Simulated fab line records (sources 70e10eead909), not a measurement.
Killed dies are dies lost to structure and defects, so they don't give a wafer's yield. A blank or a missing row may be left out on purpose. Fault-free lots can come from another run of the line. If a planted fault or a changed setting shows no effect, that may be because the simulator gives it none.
Chamber matching ; flow nand-harc ; rie-diel-05 running NHARC_P_BONDPAD_DESCUM_11: 4 sister chambers
The step chemistry O2, time 3 s. 8 wafers are shown with their chamber, then 8 later ones without.

## WAFERS, EACH WITH ITS CHAMBER
wafer;chamber;showerhead-plenum-p-Torr (Torr);drypump-motor-current-A (A)
L078.3;3;1.82;5.9
L078.5;0;1.94;6.2
L083.5;3;1.82;5.9
L085.6;0;1.93;6.1
L090.2;1;1.99;6.0
L090.4;2;1.90;5.4
L090.5;2;1.90;5.4
L096.2;1;1.99;6.0

## WAFERS WITHOUT THEIR CHAMBER
wafer;showerhead-plenum-p-Torr (Torr);drypump-motor-current-A (A)
L096.3;1.93;6.1
L096.5;1.81;6.0
L097.1;1.99;6.0
L097.2;1.81;5.9
L097.6;1.99;6.0
L097.3;1.89;5.5
L097.4;1.93;6.1
L097.5;1.89;5.5

## WHICH CHAMBER EACH WENT THROUGH
wafer;from the rows above;in truth
L096.3;0;0
L096.5;3;3
L097.1;1;1
L097.2;3;3
L097.6;1;1
L097.3;2;2
L097.4;0;0
L097.5;2;2
8 of 8 placed correctly. Not placeable from these rows: 0. Number placed wrongly: 0.
How it was worked out, from the rows above alone: a wafer's distance from a chamber is the root of the sum, over the readings, of the square of ((its reading less the chamber's mean) divided by the reading's scatter). If the next closest chamber is less than 2 further off than the closest, the wafer can't be placed; otherwise it belongs to the closest. A chamber's mean is the mean of its shown wafers. The scatter: take each reading less its chamber's mean, square it, sum over the shown wafers, divide by the number of wafers less the number of chambers, and take the root.
